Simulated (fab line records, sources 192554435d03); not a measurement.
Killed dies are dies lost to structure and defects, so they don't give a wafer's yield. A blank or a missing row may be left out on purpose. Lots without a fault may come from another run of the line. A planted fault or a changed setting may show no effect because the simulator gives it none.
Which tool did it? | flow n5_finfet | 12 lots, 36 wafers sampled, at 6 steps of a route of 1938

WHAT THE GAUGES READ, wafer by wafer
N5_BEOL_M13_CD_MEAS_28: target cd 209.5 nm.
lot  | measured     | on        | cd_nm (nm)
L074 | day 12 02:55 | cd_sem-03 | 209.9 211.5 211.4
L077 | day 12 03:22 | cd_sem-03 | 207.8 208.6 208.5
L079 | day 12 19:46 | cd_sem-02 | 210.2 208.5 209.6
L082 | day 13 08:43 | cd_sem-02 | 210.4 210.3 209.9
L083 | day 14 02:40 | cd_sem-01 | 210.8 210.5 210.6
L085 | day 14 16:25 | cd_sem-02 | 209.5 210.0 209.0
L088 | day 15 05:06 | cd_sem-01 | 210.5 208.3 210.1
L087 | day 15 01:46 | cd_sem-03 | 209.5 209.6 210.1
L090 | day 15 07:55 | cd_sem-02 | 207.9 211.4 212.1
L093 | day 15 13:45 | cd_sem-01 | 210.2 210.6 210.2
L095 | day 16 22:21 | cd_sem-01 | 207.7 210.7 209.6
L096 | day 17 08:50 | cd_sem-03 | 209.5 209.6 210.0

WHICH TOOL RAN EACH LOT (tool, then ch and the chambers of the sampled wafers, then the start)
lot  | N5_BEOL_M10_ALD_74                  | N5_BEOL_M11_ILD_DEP_00          | N5_BEOL_M11_STRIP_36               | N5_BEOL_M12_SPUTTER_45       | N5_BEOL_M12_ANNEAL_48
L074 | ald_metal-04 ch 0,3, day 11 06:11   | pecvd-03 ch 1,2, day 11 07:59   | rie_diel-02 ch 0,2, day 11 14:22   | pvd_sputter-01, day 12 00:08 | rtp_anneal-01 ch 0, day 12 00:31
L077 | ald_metal-04 ch 1,2,3, day 11 08:29 | pecvd-01 ch 0,1,2, day 11 11:30 | rie_diel-03 ch 0,2,3, day 11 17:04 | pvd_sputter-03, day 12 00:31 | rtp_anneal-01 ch 0, day 12 00:54
L079 | ald_metal-03 ch 0,2,3, day 11 23:56 | pecvd-04 ch 0,1,2, day 12 01:44 | rie_diel-02 ch 0,1,3, day 12 08:53 | pvd_sputter-01, day 12 16:27 | rtp_anneal-01 ch 0, day 12 16:59
L082 | ald_metal-04 ch 0,1, day 12 03:11   | pecvd-03 ch 0,2, day 12 06:25   | rie_diel-04 ch 0,1, day 12 18:00   | pvd_sputter-03, day 13 05:48 | rtp_anneal-01 ch 0, day 13 06:20
L083 | ald_metal-03 ch 2,3, day 13 02:10   | pecvd-03 ch 0,1,2, day 13 05:54 | rie_diel-04 ch 1,2,3, day 13 11:55 | pvd_sputter-03, day 14 00:05 | rtp_anneal-01 ch 0, day 14 00:29
L085 | ald_metal-01 ch 0,1, day 13 22:07   | pecvd-04 ch 0,2, day 13 23:50   | rie_diel-02 ch 1,2,3, day 14 02:53 | pvd_sputter-02, day 14 13:38 | rtp_anneal-02 ch 0, day 14 13:56
L088 | ald_metal-04 ch 0,2,3, day 14 03:42 | pecvd-03 ch 0,1, day 14 05:40   | rie_diel-02 ch 0,1,2, day 14 13:08 | pvd_sputter-01, day 15 01:38 | rtp_anneal-01 ch 0, day 15 02:47
L087 | ald_metal-01 ch 0,1,2, day 14 07:57 | pecvd-04 ch 0,1,2, day 14 09:38 | rie_diel-02 ch 1,2,3, day 14 14:46 | pvd_sputter-01, day 14 23:11 | rtp_anneal-01 ch 0, day 14 23:27
L090 | ald_metal-03 ch 0,1,2, day 14 16:08 | pecvd-01 ch 0,1,2, day 14 18:10 | rie_diel-04 ch 1,2,3, day 14 22:04 | pvd_sputter-02, day 15 04:54 | rtp_anneal-01 ch 0, day 15 05:18
L093 | ald_metal-03 ch 0,3, day 14 23:52   | pecvd-04 ch 0,1, day 15 01:27   | rie_diel-04 ch 0,2,3, day 15 04:09 | pvd_sputter-02, day 15 10:37 | rtp_anneal-02 ch 0, day 15 11:34
L095 | ald_metal-01 ch 1,3, day 16 07:38   | pecvd-04 ch 0,1,2, day 16 09:30 | rie_diel-03 ch 1,2,3, day 16 13:36 | pvd_sputter-01, day 16 19:46 | rtp_anneal-01 ch 0, day 16 20:04
L096 | ald_metal-01 ch 0,1, day 16 14:48   | pecvd-04 ch 0,1, day 16 16:33   | rie_diel-03 ch 0,2,3, day 16 22:51 | pvd_sputter-01, day 17 05:53 | rtp_anneal-02 ch 0, day 17 06:29
- N5_BEOL_M10_ALD_74: deposits TaN, target thk 2 nm, pulse time 2 s, purge time 3 s.
- N5_BEOL_M11_ILD_DEP_00: deposits SiCOH lowk from DEMS/porogen, target thk 308.51 nm, time 58 s.
- N5_BEOL_M11_STRIP_36: strips in N2/H2.
- N5_BEOL_M12_SPUTTER_45: material Cu, target thk 80 nm, time 13.33 s.
- N5_BEOL_M12_ANNEAL_48: time 90 s.

THE ANSWER, worked out from the rows above alone
Rule: what is usual is taken from the lots themselves. Put in order of their means at a reading, lots are off if they are a third of the lots or fewer, leave a main group of 4 or more, and stand apart from it by a gap of 3 or more times the standard deviation of the main group's means; of several such gaps the widest counts. A main group whose means are all the same, to the digits that the tables above print for the reading, isn't used. A lot without any number at a reading at which 4 lots or more have one is off too. The other lots that the step has rows for count as sound.
No lot is off at any reading shown: from this, nothing can be told.

WHAT THE SIMULATOR HAD PUT IN
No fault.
